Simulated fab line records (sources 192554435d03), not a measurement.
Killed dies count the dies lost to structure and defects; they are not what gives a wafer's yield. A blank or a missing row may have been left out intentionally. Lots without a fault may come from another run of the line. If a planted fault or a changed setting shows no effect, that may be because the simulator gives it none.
fab line records	flow n5_finfet
[record] lots = 7	wafers = 21
route steps=1938 shown BEOL_M4@1021 BEOL_M5@1112 BEOL_M6@1233
start_h: hours from the record's first day to the start of the lot's first wafer shown	wait_h: how many hours have passed since the lot's step before this one	" the same as in the row above	L1.1+2: one row covering several wafers at once	- no value, or no start was given	* or withheld: withheld	< > ~ a bound
route shown NAME@n: NAME is a module with steps in the file, n the number in the route of the first one	usual: mean/standard deviation taken from wafers without a fault	same: alike in all rows	chamber/n: place in a boat	sites: per-site readings	_std_site: the values' standard deviation	_edge_site: the outer-site mean with the inner-site mean subtracted	radius_mm: for every site, how far away it sits from the centre of the wafer	mask NAME#n: copy n	behind: the last tool/chamber to shape the wafer	hold: reason for holding the lot/hours on hold/outcome of the hold	device: transistor that didn't switch, given as n, p or np	end of line: tests run on the same wafers once the route is complete	step lacking rows: just its recipe	killed: dies lost to structure and defects at the first sort, not the wafer's yield	map: a wafer's dies, x killed, . not, _ none there
set.NAME: the setting as run; set.NAME@STEP: as run at that earlier step	model.NAME: the simulator's own value behind a step, which no gauge read
lots run with intentionally changed settings; tables by step, rows by wafer
[[steps]]
[step N5_BEOL_M4_ILD_DEP_00]
[recipe] material = SiOC	target_thk_a = 790	temp_c = 350	precursor = DEMS/O2	pressure_torr = 5	rf_w = 500	time_s = 15.3
lot.wafer	tool	chamber	start_h	wait_h	set.time_s	model.SiOC_of_BEOL_M4_ILD_DEP_00.thk_nm
L074.1	pecvd-02	1	151.64	0.0	15.3	81
L074.2	"	0	"	"	17.49	91.6
L074.3	"	2	"	"	15.3	80.2
L077.3	pecvd-04	2	187.32	0.0	17.23	88
L077.4	"	1	"	"	15.3	79.8
L077.5	"	0	"	"	15.3	78.6
L078.2	pecvd-01	0	189.22	0.0	15.3	79.4
L078.4	"	0	"	"	15.3	80.2
L078.5	"	2	"	"	15.3	79
L081.3	pecvd-01	0	196.20	0.0	13.1	67
L081.4	"	2	"	"	13.1	66.8
L081.5	"	0	"	"	15.3	80.2
L084.1+5	pecvd-04	1,0	217.24	0.0	15.3	77.8
L084.4	"	1	"	"	15.3	78.6
L087.1	pecvd-02	2	239.11	0.0	15.3	78.4
L087.3	"	1	"	"	15.3	78
L087.4	"	2	"	"	15.3	80.6
L094.3	pecvd-04	0	294.62	0.0	15.3	77.6
L094.4	"	0	"	"	13.88	71.6
L094.6	"	2	"	"	13.88	72.2
[step N5_BEOL_M4_THK_MEAS_01]
[recipe] reads = SiOC_of_BEOL_M4_ILD_DEP_00
[usual] M4_ILD_THK = 79.1/1.1
lot.wafer	tool	chamber	start_h	wait_h	set.time_s@BEOL_M4_ILD_DEP_00	M4_ILD_THK[nm]
L074.1	film_metro-01	-	151.71	0.0	15.3	80.9
L074.2	"	-	"	"	17.49	91.7
L074.3	"	-	"	"	15.3	80.3
L077.3	film_metro-02	-	187.39	0.1	17.23	88.0
L077.4	"	-	"	"	15.3	79.9
L077.5	"	-	"	"	15.3	78.6
L078.2	film_metro-02	-	189.29	0.1	15.3	79.3
L078.4	"	-	"	"	15.3	80.3
L078.5	"	-	"	"	15.3	78.9
L081.3	film_metro-02	-	196.27	0.1	13.1	67.0
L081.4	"	-	"	"	13.1	66.8
L081.5	"	-	"	"	15.3	80.2
L084.1	film_metro-02	-	217.30	0.0	15.3	77.9
L084.4	"	-	"	"	15.3	78.6
L084.5	"	-	"	"	15.3	77.9
L087.1	film_metro-02	-	239.18	0.0	15.3	78.4
L087.3	"	-	"	"	15.3	78.0
L087.4	"	-	"	"	15.3	80.6
L094.3	film_metro-02	-	294.69	0.1	15.3	77.5
L094.4	"	-	"	"	13.88	71.5
L094.6	"	-	"	"	13.88	72.2
[step N5_BEOL_M5_ILD_DEP_00]
[recipe] material = SiCOH_lowk	target_thk_a = 1406.4	temp_c = 300	precursor = DEMS/porogen	pressure_torr = 5	rf_w = 500	time_s = 25.9
lot.wafer	tool	chamber	start_h	wait_h	set.time_s	model.SiCOH_lowk_of_BEOL_M5_ILD_DEP_00.thk_nm
L074.1	pecvd-02	0	162.59	0.8	25.9	141
L074.2	"	2	"	"	25.9	139.6
L074.3	"	1	"	"	29.51	158.6
L077.3	pecvd-04	2	197.77	0.5	25.9	140.4
L077.4	"	1	"	"	25.9	141.4
L077.5	"	2	"	"	25.9	143
L078.2	pecvd-02	2	205.38	0.7	28.69	153.2
L078.4	"	1	"	"	28.69	155
L078.5	"	2	"	"	28.69	153.4
L081.3	pecvd-04	0	209.64	0.5	25.9	139.8
L081.4	"	1	"	"	25.9	142.6
L081.5	"	0	"	"	25.9	140.6
L084.1	pecvd-02	2	231.13	0.8	25.9	139.8
L084.4	"	2	"	"	25.9	140.8
L084.5	"	1	"	"	25.9	143.2
L087.1	pecvd-04	2	251.29	0.8	25.9	141
L087.3	"	1	"	"	25.9	140.6
L087.4	"	2	"	"	25.9	144
L094.3	pecvd-02	2	310.31	0.5	24.21	131
L094.4	"	1	"	"	24.21	133
L094.6	"	2	"	"	25.9	141.8
[step N5_BEOL_M5_CURE_79]
[recipe] temp_c = 385	time_s = 240	ambient = He/Ar	material = SiCOH_lowk
lot.wafer	tool	chamber	start_h	wait_h	set.time_s@BEOL_M5_ILD_DEP_00	model.SiCOH_lowk_of_BEOL_M5_ILD_DEP_00.thk_nm
L074.1	uv_cure-03	0	162.65	0.0	25.9	121.4
L074.2	"	0	"	"	25.9	120
L074.3	"	0	"	"	29.51	136.6
L077.3	uv_cure-02	1	197.99	0.2	25.9	120.8
L077.4	"	1	"	"	25.9	121.6
L077.5	"	1	"	"	25.9	123
L078.2	uv_cure-02	1	205.52	0.1	28.69	131.8
L078.4	"	1	"	"	28.69	133.4
L078.5	"	1	"	"	28.69	132
L081.3	uv_cure-02	0	209.86	0.2	25.9	120.2
L081.4	"	0	"	"	25.9	122.8
L081.5	"	0	"	"	25.9	121
L084.1	uv_cure-03	2	231.19	0.0	25.9	120.2
L084.4	"	2	"	"	25.9	121.2
L084.5	"	2	"	"	25.9	123.2
L087.1	uv_cure-03	2	251.57	0.3	25.9	121.4
L087.3	"	2	"	"	25.9	121
L087.4	"	2	"	"	25.9	123.8
L094.3	uv_cure-03	0	310.53	0.2	24.21	112.6
L094.4	"	0	"	"	24.21	114.4
L094.6	"	0	"	"	25.9	122
[step N5_BEOL_M5_THK_MEAS_01]
[recipe] reads = SiCOH_lowk_of_BEOL_M5_ILD_DEP_00
[usual] M5_ILD_THK = 121.1/1.5
lot.wafer	tool	chamber	start_h	wait_h	set.time_s@BEOL_M5_ILD_DEP_00	M5_ILD_THK[nm]
L074.1	film_metro-01	-	163.28	0.6	25.9	121.4
L074.2	"	-	"	"	25.9	120.0
L074.3	"	-	"	"	29.51	136.7
L077.3	film_metro-02	-	198.34	0.3	25.9	120.9
L077.4	"	-	"	"	25.9	121.7
L077.5	"	-	"	"	25.9	123.0
L078.2	film_metro-02	-	205.95	0.4	28.69	131.7
L078.4	"	-	"	"	28.69	133.5
L078.5	"	-	"	"	28.69	132.0
L081.3	film_metro-01	-	210.22	0.3	25.9	120.2
L081.4	"	-	"	"	25.9	122.7
L081.5	"	-	"	"	25.9	120.9
L084.1	film_metro-01	-	231.71	0.4	25.9	120.3
L084.4	"	-	"	"	25.9	121.2
L084.5	"	-	"	"	25.9	123.2
L087.1	film_metro-01	-	252.08	0.4	25.9	121.4
L087.3	"	-	"	"	25.9	121.0
L087.4	"	-	"	"	25.9	123.9
L094.3	film_metro-02	-	310.89	0.3	24.21	112.7
L094.4	"	-	"	"	24.21	114.5
L094.6	"	-	"	"	25.9	122.1
[step N5_BEOL_M5_EXPOSE_08]
[recipe] mask_id = M5	na = 0.33	source_shape = annular	sigma_inner = 0.4	sigma_outer = 0.8	polarization = unpolarized	target_cd_nm = 28	dose_mj = 35.75
lot.wafer	tool	chamber	start_h	wait_h	mask	set.dose_mj
L074.1+3	euv_scanner-02	0	163.95	-	M5#0	37.91
L074.2	"	0	"	"	M5#0	35.75
L077.3	euv_scanner-02	0	200.20	-	M5#0	34.66
L077.4+5	"	0	"	"	M5#0	35.75
L078.2+4+5	euv_scanner-01	0	208.39	-	M5#0	35.75
L081.3+5	euv_scanner-02	0	211.68	-	M5#0	35.75
L081.4	"	0	"	"	M5#0	38.08
L084.1+4+5	euv_scanner-02	0	233.72	-	M5#0	35.75
L087.1+3+4	euv_scanner-01	0	254.09	-	M5#0	35.75
L094.3+4	euv_scanner-01	0	311.48	-	M5#0	35.75
L094.6	"	0	"	"	M5#0	37.34
[step N5_BEOL_M5_PEB_09]
[recipe] peb_temp_c = 100	peb_time_s = 60	resist = CAR-EUV
[step N5_BEOL_M5_DEVELOP_10]
[recipe] develop_time_s = 30	developer = TMAH	resist = CAR-EUV	rinse_liquid = surfactant_rinse	dry = air_spin	dev_temp_c = 23
[step N5_BEOL_M5_CD_MEAS_11]
[recipe] target_cd_nm = 27.74	landing_energy_ev = 500	detector = se_inlens
[usual] cd_nm = 27.89/0.27
lot.wafer	tool	chamber	start_h	wait_h	set.dose_mj@BEOL_M5_EXPOSE_08	cd_nm
L074.1	cd_sem-02	0	164.08	-	37.91	28.87
L074.2	"	0	"	"	35.75	27.96
L074.3	"	0	"	"	37.91	29.33
L077.3	cd_sem-02	0	200.32	-	34.66	27.50
L077.4	"	0	"	"	35.75	27.91
L077.5	"	0	"	"	35.75	27.90
L078.2	cd_sem-02	0	208.52	-	35.75	28.22
L078.4	"	0	"	"	35.75	27.88
L078.5	"	0	"	"	35.75	27.93
L081.3	cd_sem-03	0	211.80	-	35.75	28.30
L081.4	"	0	"	"	38.08	29.30
L081.5	"	0	"	"	35.75	27.52
L084.1	cd_sem-02	0	233.85	-	35.75	28.00
L084.4	"	0	"	"	35.75	28.47
L084.5	"	0	"	"	35.75	28.20
L087.1	cd_sem-02	0	254.21	-	35.75	27.66
L087.3	"	0	"	"	35.75	27.94
L087.4	"	0	"	"	35.75	27.55
L094.3	cd_sem-03	0	311.60	-	35.75	27.91
L094.4	"	0	"	"	35.75	27.94
L094.6	"	0	"	"	37.34	29.08
[step N5_BEOL_M5_DESCUM_16]
[recipe] chemistry = O2	time_s = 7	source_power_w = 50	bias_power_w = 20	pressure_mtorr = 20	rf_frequency_hz = 2.712e+07	temp_c = 40	resist = CAR-EUV	o2_flow_sccm = 225
lot.wafer	tool	chamber	start_h	wait_h	set.dose_mj@BEOL_M5_EXPOSE_08	model.BEOL_M5.cd_nm
L074.1+3	rie_diel-02	1,3	164.20	0.0	37.91	29
L074.2	"	0	"	"	35.75	27.8
L077.3	rie_diel-02	2	200.54	0.1	34.66	27.4
L077.4+5	"	0,3	"	"	35.75	28
L078.2+4+5	rie_diel-03	3,0,0	208.64	0.0	35.75	28.2
L081.3+5	rie_diel-04	3,0	212.16	0.3	35.75	28.2
L081.4	"	2	"	"	38.08	29.2
L084.1	rie_diel-02	0	233.98	0.0	35.75	28
L084.4	"	1	"	"	35.75	28.4
L084.5	"	2	"	"	35.75	28.2
L087.1+3+4	rie_diel-02	0,2,3	254.58	0.3	35.75	27.8
L094.3	rie_diel-03	0	311.72	0.0	35.75	28.4
L094.4	"	1	"	"	35.75	28.2
L094.6	"	0	"	"	37.34	29.4
[step N5_BEOL_M5_ETCH_72]
[recipe] chemistry = N2/H2	target = underlayer	target_depth_a = 65	mask_material = CAR-EUV	time_s = 5.2	ion_energy_ev = 200	pressure_mtorr = 30	source_w = 840	bias_w = 150	n2_flow_sccm = 200	h2_flow_sccm = 200	ends = cleared
[step N5_BEOL_M5_ETCH_61]
[recipe] chemistry = CF4	target = SiARC	target_depth_a = 156	mask_material = CAR-EUV	time_s = 26	ion_energy_ev = 80	pressure_mtorr = 40	source_w = 545	bias_w = 36	Ar_flow_sccm = 100	cf4_flow_sccm = 100	ends = cleared
lot.wafer	tool	chamber	start_h	wait_h	set.dose_mj@BEOL_M5_EXPOSE_08	model.BEOL_M5.cd_nm
L074.1+3	rie_diel-02	1,3	164.26	0.0	37.91	28.8
L074.2	"	0	"	"	35.75	27.8
L077.3	rie_diel-02	2	200.59	0.0	34.66	27.4
L077.4+5	"	0,3	"	"	35.75	28
L078.2	rie_diel-03	3	208.69	0.0	35.75	28.2
L078.4+5	"	0	"	"	35.75	28.4
L081.3	rie_diel-04	3	212.21	0.0	35.75	28.2
L081.4	"	2	"	"	38.08	29
L081.5	"	0	"	"	35.75	28
L084.1+5	rie_diel-02	0,2	234.03	0.0	35.75	28.2
L084.4	"	1	"	"	35.75	28.4
L087.1	rie_diel-02	0	254.63	0.0	35.75	27.8
L087.3	"	2	"	"	35.75	28
L087.4	"	3	"	"	35.75	27.6
L094.3	rie_diel-03	0	311.77	0.0	35.75	28.4
L094.4	"	1	"	"	35.75	28.2
L094.6	"	0	"	"	37.34	29.2
[step N5_BEOL_M5_ETCH_62]
[recipe] chemistry = N2/H2	target = SOC	target_depth_a = 750	overetch_a = 150	mask_material = SiARC	temp_c = 40	time_s = 112.5	ion_energy_ev = 200	pressure_mtorr = 30	source_w = 840	bias_w = 150	n2_flow_sccm = 200	h2_flow_sccm = 200
lot.wafer	tool	chamber	start_h	wait_h	set.dose_mj@BEOL_M5_EXPOSE_08	model.BEOL_M5.cd_nm
L074.1	rie_diel-02	1	164.28	0.0	37.91	28.8
L074.2	"	0	"	"	35.75	27.8
L074.3	"	3	"	"	37.91	28.6
L077.3	rie_diel-02	2	200.62	0.0	34.66	27.6
L077.4+5	"	0,3	"	"	35.75	28
L078.2+4+5	rie_diel-03	3,0,0	208.72	0.0	35.75	28.2
L081.3+5	rie_diel-04	3,0	212.24	0.0	35.75	28
L081.4	"	2	"	"	38.08	28.8
L084.1+5	rie_diel-02	0,2	234.06	0.0	35.75	28
L084.4	"	1	"	"	35.75	28.4
L087.1+4	rie_diel-02	0,3	254.66	0.0	35.75	27.4
L087.3	"	2	"	"	35.75	27.8
L094.3	rie_diel-03	0	311.79	0.0	35.75	28.2
L094.4	"	1	"	"	35.75	27.8
L094.6	"	0	"	"	37.34	29
[step N5_BEOL_M5_STRIP_63]
[recipe] chemistry = N2/H2	temp_c = 40	n2_flow_sccm = 200	h2_flow_sccm = 200	rf_frequency_hz = 6e+07
[step N5_BEOL_M5_STRIP_73]
[recipe] chemistry = N2/H2	temp_c = 40	n2_flow_sccm = 200	h2_flow_sccm = 200	rf_frequency_hz = 6e+07
[step N5_BEOL_M5_STRIP_64]
[recipe] chemistry = CF4	resist = SiARC	power_w = 300	bias_power_w = 75	pressure_mtorr = 50	cf4_flow_sccm = 150	rf_frequency_hz = 6e+07
[step N5_BEOL_M5_HM_OPEN_17]
[recipe] chemistry = Cl2/BCl3	target_depth_a = 200	overetch_a = 60	target = TiN	mask_material = SOC	ion_energy_ev = 150	pressure_mtorr = 10	icp_w = 1000	bias_w = 126	Cl2_flow_sccm = 53.25	bcl3_flow_sccm = 21.75	Ar_flow_sccm = 25
lot.wafer	tool	chamber	start_h	wait_h	set.dose_mj@BEOL_M5_EXPOSE_08	model.BEOL_M5.cd_nm
L074.1+3	rie_metal-02	0,1	164.45	0.0	37.91	28.8
L074.2	"	1	"	"	35.75	27.8
L077.3	rie_metal-03	0	200.82	0.1	34.66	27.6
L077.4+5	"	1	"	"	35.75	27.8
L078.2+4+5	rie_metal-01	1	208.89	0.0	35.75	28.2
L081.3	rie_metal-03	1	212.44	0.1	35.75	27.8
L081.4	"	0	"	"	38.08	29
L081.5	"	0	"	"	35.75	28
L084.1	rie_metal-01	0	234.23	0.0	35.75	28
L084.4	"	0	"	"	35.75	28.4
L084.5	"	1	"	"	35.75	28.2
L087.1+4	rie_metal-01	0	254.83	0.0	35.75	27.2
L087.3	"	1	"	"	35.75	27.8
L094.3+4	rie_metal-03	1,0	312.00	0.1	35.75	28
L094.6	"	0	"	"	37.34	29
[step N5_BEOL_M5_STRIP_19]
[recipe] chemistry = O2	power_w = 400	temp_c = 40	pressure_mtorr = 30	rf_frequency_hz = 6e+07	bias_power_w = 0	overash_fraction = 0.2	o2_flow_sccm = 225
[step N5_BEOL_M5_CD_MEAS_18]
[recipe] pitch_nm = 56	target_cd_nm = 28
[usual] cd_nm = 27.9/0.37
lot.wafer	tool	chamber	start_h	wait_h	set.dose_mj@BEOL_M5_EXPOSE_08	cd_nm
L074.1	cd_sem-02	-	164.63	0.0	37.91	28.8
L074.2	"	-	"	"	35.75	27.7
L074.3	"	-	"	"	37.91	28.5
L077.3	cd_sem-03	-	201.11	0.1	34.66	27.6
L077.4	"	-	"	"	35.75	28.1
L077.5	"	-	"	"	35.75	27.8
L078.2	cd_sem-03	-	209.07	0.1	35.75	28.3
L078.4	"	-	"	"	35.75	28.2
L078.5	"	-	"	"	35.75	28.3
L081.3	cd_sem-01	-	212.62	0.1	35.75	27.7
L081.4	"	-	"	"	38.08	29.0
L081.5	"	-	"	"	35.75	27.9
L084.1	cd_sem-01	-	234.42	0.1	35.75	28.3
L084.4	"	-	"	"	35.75	28.3
L084.5	"	-	"	"	35.75	28.1
L087.1	cd_sem-02	-	255.17	0.0	35.75	27.4
L087.3	"	-	"	"	35.75	27.7
L087.4	"	-	"	"	35.75	27.1
L094.3	cd_sem-03	-	312.15	0.1	35.75	28.3
L094.4	"	-	"	"	35.75	28.1
L094.6	"	-	"	"	37.34	28.7
[step N5_BEOL_M5_COAT_65]
[recipe] resist = SOC	temp_c = 250	time_s = 60	spin_rpm = 1500	resist_thk_nm = 60
[step N5_BEOL_M5_COAT_66]
[recipe] resist = SiARC	temp_c = 220	time_s = 60	spin_rpm = 1500	resist_thk_nm = 12
[step N5_BEOL_M5_ETCH_75]
[recipe] chemistry = N2/H2	target = underlayer	target_depth_a = 65	mask_material = CAR-EUV	time_s = 5.2	ion_energy_ev = 200	pressure_mtorr = 30	source_w = 840	bias_w = 150	n2_flow_sccm = 200	h2_flow_sccm = 200	ends = cleared
[step N5_BEOL_M5_ETCH_67]
[recipe] chemistry = CF4	target = SiARC	target_depth_a = 156	mask_material = CAR-EUV	time_s = 26	ion_energy_ev = 80	pressure_mtorr = 40	source_w = 545	bias_w = 36	Ar_flow_sccm = 100	cf4_flow_sccm = 100	ends = cleared
[step N5_BEOL_M5_ETCH_68]
[recipe] chemistry = N2/H2	target = SOC	target_depth_a = 800	overetch_a = 160	mask_material = SiARC	temp_c = 40	time_s = 120	ion_energy_ev = 200	pressure_mtorr = 30	source_w = 840	bias_w = 150	n2_flow_sccm = 200	h2_flow_sccm = 200
lot.wafer	tool	chamber	start_h	wait_h	set.dose_mj@BEOL_M5_EXPOSE_08	model.BEOL_M5.cd_nm
L074.1+3	rie_diel-02	2,3	168.64	0.0	37.91	29
L074.2	"	0	"	"	35.75	27.6
L077.3	rie_diel-02	0	201.78	0.0	34.66	28
L077.4+5	"	1,2	"	"	35.75	28.6
L078.2+4	rie_diel-04	0,2	211.16	0.0	35.75	28.2
L078.5	"	1	"	"	35.75	28.4
L081.3	rie_diel-02	1	217.01	0.0	35.75	27.4
L081.4	"	2	"	"	38.08	29.2
L081.5	"	1	"	"	35.75	28
L084.1+4+5	rie_diel-04	3,2,1	236.59	0.0	35.75	28
L087.1	rie_diel-04	0	255.84	0.0	35.75	27.4
L087.3	"	3	"	"	35.75	27.6
L087.4	"	1	"	"	35.75	27.2
L094.3	rie_diel-03	1	314.43	0.0	35.75	28.2
L094.4	"	3	"	"	35.75	28.6
L094.6	"	2	"	"	37.34	29
[step N5_BEOL_M6_ETCH_66]
[recipe] chemistry = N2/H2	target = SOC	target_depth_a = 800	overetch_a = 160	mask_material = SiARC	temp_c = 40	time_s = 120	ion_energy_ev = 200	pressure_mtorr = 30	source_w = 840	bias_w = 150	n2_flow_sccm = 200	h2_flow_sccm = 200
[usual] rf_vpp_V = 524/3.2
lot.wafer	tool	chamber	start_h	wait_h	set.bias_w	rf_vpp_V	model.SiARC_of_BEOL_M6_COAT_64.thk_nm
L074.1	rie_diel-05	0	180.28	0.0	150	519	6.4
L074.2	"	2	"	"	175.8	575	5.2
L074.3	"	1	"	"	175.8	583	5.2
L077.3	rie_diel-01	3	212.85	0.0	150	523	6.4
L077.4	"	1	"	"	150	524	6.8
L077.5	"	0	"	"	150	525	6.6
L078.2	rie_diel-01	0	224.25	0.0	124	466	7.8
L078.4	"	2	"	"	150	528	6.4
L078.5	"	3	"	"	150	523	6.4
L081.3	rie_diel-01	2	227.44	0.0	150	525	6.4
L081.4	"	0	"	"	137.2	495	7.2
L081.5	"	2	"	"	137.2	497	7
L084.1	rie_diel-05	0	248.34	0.0	150	518	6.6
L084.4	"	3	"	"	150	523	6.6
L084.5	"	2	"	"	150	530	6.4
L087.1	rie_diel-05	0	267.34	0.0	150	518	6.6
L087.3	"	2	"	"	126.4	474	7.4
L087.4	"	3	"	"	150	524	6.6
L094.3	rie_diel-05	3	324.31	0.0	150	520	6.6
L094.4	"	2	"	"	141.2	509	6.6
L094.6	"	3	"	"	150	523	6.6
[[key]]
[split] step = N5_BEOL_M4_ILD_DEP_00	setting = time_s	stated = 15.3	by = wafer
[response] step = N5_BEOL_M4_ILD_DEP_00	reading = model.SiOC_of_BEOL_M4_ILD_DEP_00.thk_nm	change = +0.78	per = 1%	r = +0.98
[response] step = N5_BEOL_M4_THK_MEAS_01	reading = M4_ILD_THK	change = +0.781	per = 1%	r = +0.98
[split] step = N5_BEOL_M5_ILD_DEP_00	setting = time_s	stated = 25.9	by = wafer
[response] step = N5_BEOL_M5_ILD_DEP_00	reading = model.SiCOH_lowk_of_BEOL_M5_ILD_DEP_00.thk_nm	change = +1.35	per = 1%	r = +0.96
[response] step = N5_BEOL_M5_CURE_79	reading = model.SiCOH_lowk_of_BEOL_M5_ILD_DEP_00.thk_nm	change = +1.17	per = 1%	r = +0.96
[response] step = N5_BEOL_M5_THK_MEAS_01	reading = M5_ILD_THK	change = +1.17	per = 1%	r = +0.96
[split] step = N5_BEOL_M5_EXPOSE_08	setting = dose_mj	stated = 35.75	by = wafer
[response] step = N5_BEOL_M5_CD_MEAS_11	reading = cd_nm	change = +0.207	per = 1%	r = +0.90
[response] step = N5_BEOL_M5_DESCUM_16	reading = model.BEOL_M5.cd_nm	change = +0.19	per = 1%	r = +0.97
[response] step = N5_BEOL_M5_ETCH_61	reading = model.BEOL_M5.cd_nm	change = +0.164	per = 1%	r = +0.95
[response] step = N5_BEOL_M5_ETCH_62	reading = model.BEOL_M5.cd_nm	change = +0.151	per = 1%	r = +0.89
[response] step = N5_BEOL_M5_HM_OPEN_17	reading = model.BEOL_M5.cd_nm	change = +0.169	per = 1%	r = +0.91
[response] step = N5_BEOL_M5_CD_MEAS_18	reading = cd_nm	change = +0.161	per = 1%	r = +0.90
[response] step = N5_BEOL_M5_ETCH_68	reading = model.BEOL_M5.cd_nm	change = +0.21	per = 1%	r = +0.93
[split] step = N5_BEOL_M6_ETCH_66	setting = bias_w	stated = 150	by = wafer
[response] step = N5_BEOL_M6_ETCH_66	reading = rf_vpp_V	change = +3.27	per = 1%	r = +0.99
[response] step = N5_BEOL_M6_ETCH_66	reading = model.SiARC_of_BEOL_M6_COAT_64.thk_nm	change = -0.0667	per = 1%	r = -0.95
